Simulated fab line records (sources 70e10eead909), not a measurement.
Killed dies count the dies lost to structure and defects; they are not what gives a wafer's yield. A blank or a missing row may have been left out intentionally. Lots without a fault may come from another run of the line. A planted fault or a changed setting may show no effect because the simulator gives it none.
Struck lot and sound lot, side by side :: flow nand_harc :: 15 steps out of a route of 1302
Sound: the wafers L612.1, L612.3, L612.5. Wafers struck: L617.4, L617.5, L617.6. The cause is given at the end.
Per side, at each step with rows, come the tool, then ch with its chambers, and then its first start. Under that, the readings that differ: sound wafers :: struck wafers :: difference of the means :: sigmas: that difference in standard deviations of wafers without a fault.
alike: same words and numbers on both sides, and readings whose means sit less than 2 such deviations apart. not compared: any withheld reading, any reading some wafer has no value for, any bound like >300 that may hide the same value, and any number with overlapping values for which the record gives no deviation.
The two part at a step that has a row with sigmas, a row that says differs or no value, or rows on one side only. Numbers that don't overlap but have no deviation are shown without sigmas and don't part them. A reading missing from all wafers of one side parts the sides only when that side holds two or more wafers.

NHARC_A_CHANNEL_FILL_D1_ALD_16: deposits SiO2, target thk 1.5 nm, pulse time 10 s, ald cycles 15.
  sound on ald_hk-04 ch 0,1,3, day 12 06:57; struck on ald_hk-01 ch 0,1,3, day 15 03:05
  alike: heater_power_outer_w, heater_power_w, precursor_pulse_height_rel
then, 3 steps without rows for these wafers: NHARC_A_CHANNEL_FILL_D1_ANNEAL_17 (time 1800 s); NHARC_A_CHANNEL_FILL_D1_CVD_18 (deposits poly-Si, target thk 3 nm); NHARC_A_CHANNEL_FILL_D1_ETCHBACK_19 (etches the open film in HBr/Cl2, target depth 5 nm, time 1.7 s).
NHARC_A_CHANNEL_FILL_D1_ETCHBACK_20: etches the open film in C4F8/O2/Ar, target depth 27 nm, time 13.5 s.
  sound on rie_diel-05 ch 0,2,3, day 12 19:22; struck on rie_diel-13 ch 2,3, day 15 15:25
  alike: bias_w, chamber_pressure_mTorr, oes_product_au, rf_vpp_V
  not compared: rf_hours_counter_h
NHARC_A_CHANNEL_FILL_D1_STRIP_28: strips in O2, time 20 s.
  sound on rie_diel-05 ch 0,2,3, day 12 19:29; struck on rie_diel-13 ch 0,2,3, day 15 15:30
  alike: drypump_motor_current_A, oes_product_au, rf_vpp_V, showerhead_plenum_p_Torr, throttle_valve_pct
  not compared: rf_hours_counter_h
then, 4 steps without rows for these wafers: NHARC_A_CHANNEL_FILL_D1_PRECLEAN_21 (cleans in dHF, time 30 s); NHARC_A_CHANNEL_FILL_D1_SRD_23; NHARC_A_CHANNEL_FILL_D1_CVD_05 (deposits poly-Si, target thk 5 nm); NHARC_A_CHANNEL_FILL_D1_ANNEAL_22 (time 7200 s).
NHARC_A_CHANNEL_FILL_D1_THK_MEAS_06: measures by ellipsometry.
  sound on film_metro-01 at day 13 07:59; struck on film_metro-02 at day 16 03:10
  alike: thk_nm
NHARC_A_CHANNEL_FILL_D1_ALD_25: deposits SiOx, target thk 60 nm, pulse time 10 s, ald cycles 600.
  sound on ald_hk-04 ch 1,2,3, day 13 10:14; struck on ald_hk-04 ch 0,1,3, day 16 05:05
  alike: heater_power_outer_w, heater_power_w, precursor_pulse_height_rel
NHARC_A_CHANNEL_FILL_D1_ETCHBACK_08: etches the open film in C4F8, target depth 220 nm, time 110 s.
  sound on rie_diel-05 ch 0,1,2, day 13 15:11; struck on rie_diel-05 ch 0,1,3, day 16 08:51
  no value came back on the struck wafers for chamber_pressure_mTorr (mTorr), oes_product_au (a.u.), rf_vpp_V (V); on the sound wafers chamber_pressure_mTorr (mTorr) reads 25.001 25.000 24.967
  not compared: rf_hours_counter_h
NHARC_A_CHANNEL_FILL_D1_STRIP_29: strips in O2, time 20 s.
  sound on rie_diel-05 ch 0,3; struck on rie_diel-05 ch 0,2,3, day 16 08:58
  alike: drypump_motor_current_A, oes_product_au, rf_vpp_V, showerhead_plenum_p_Torr, throttle_valve_pct
  not compared: rf_hours_counter_h
-- the record jumps here: 14 days lie between the struck wafers' starts before and after (it left off in module A_CHANNEL_FILL_D1 and takes up again in module END, whose first step shown is number 1302 of the route) --
NHARC_END_SORT_01:
  at this point the record logs the struck wafers (prober-02 ch 0, day 30 14:28) and has no rows for the sound ones

## WHERE THEY PART
First at NHARC_A_CHANNEL_FILL_D1_ETCHBACK_08; last, within this record, at NHARC_END_SORT_01.

WHY: what had been put in by the simulator
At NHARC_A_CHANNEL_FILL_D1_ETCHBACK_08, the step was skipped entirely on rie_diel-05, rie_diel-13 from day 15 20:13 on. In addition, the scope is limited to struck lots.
